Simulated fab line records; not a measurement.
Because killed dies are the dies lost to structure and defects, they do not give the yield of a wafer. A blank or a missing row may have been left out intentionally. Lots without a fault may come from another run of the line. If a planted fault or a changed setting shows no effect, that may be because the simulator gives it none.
Matching of chambers    flow n5Finfet    N5_BEOL_M4_ALD_98 on aldSin-02: 4 sister chambers
The step deposits SiO2, target thk 2.5 nm, pulse time 1 s, co reactant pulse time 1 s. 8 wafers are shown with their chamber, then 7 later ones without.

EACH WAFER AND ITS CHAMBER
wafer   chamber  heaterPowerOuterW (W)  heaterPowerW (W)
L074.4  3        49                     81
L077.4  3        50                     80
L077.6  1        40                     77
L078.4  0        40                     80
L078.5  1        40                     76
L078.6  2        42                     85
L080.1  0        42                     76
L080.3  2        42                     84

WAFERS WITH NO CHAMBER GIVEN
wafer   heaterPowerOuterW (W)  heaterPowerW (W)
L080.4  41                     76
L079.2  40                     79
L079.3  42                     85
L079.6  40                     78
L087.2  43                     86
L087.3  40                     78
L087.5  40                     77

WHICH CHAMBER EACH ONE RAN IN
wafer   from the rows above      in truth
L080.4  can't be placed: 0 or 1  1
L079.2  can't be placed: 0 or 1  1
L079.3  2                        2
L079.6  can't be placed: 1 or 0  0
L087.2  2                        2
L087.3  can't be placed: 1 or 0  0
L087.5  can't be placed: 1 or 0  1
Correctly placed: 2 of 7. Can't be placed from these rows: 5 (the true chamber is among the candidates in 5). Placed wrongly: 0.
How it was worked out, from the rows above alone: a wafer's distance from a chamber is the root of the sum, over the readings, of the square of ((its reading less the chamber's mean) divided by the reading's scatter). If the next closest chamber is less than 2 further off than the closest, the wafer can't be placed; otherwise it belongs to the closest. The mean given for a chamber averages the wafers shown for that chamber. The scatter is the square root of a quotient: the sum, over the shown wafers, of each reading's squared deviation from its chamber's mean, divided by wafers minus chambers.
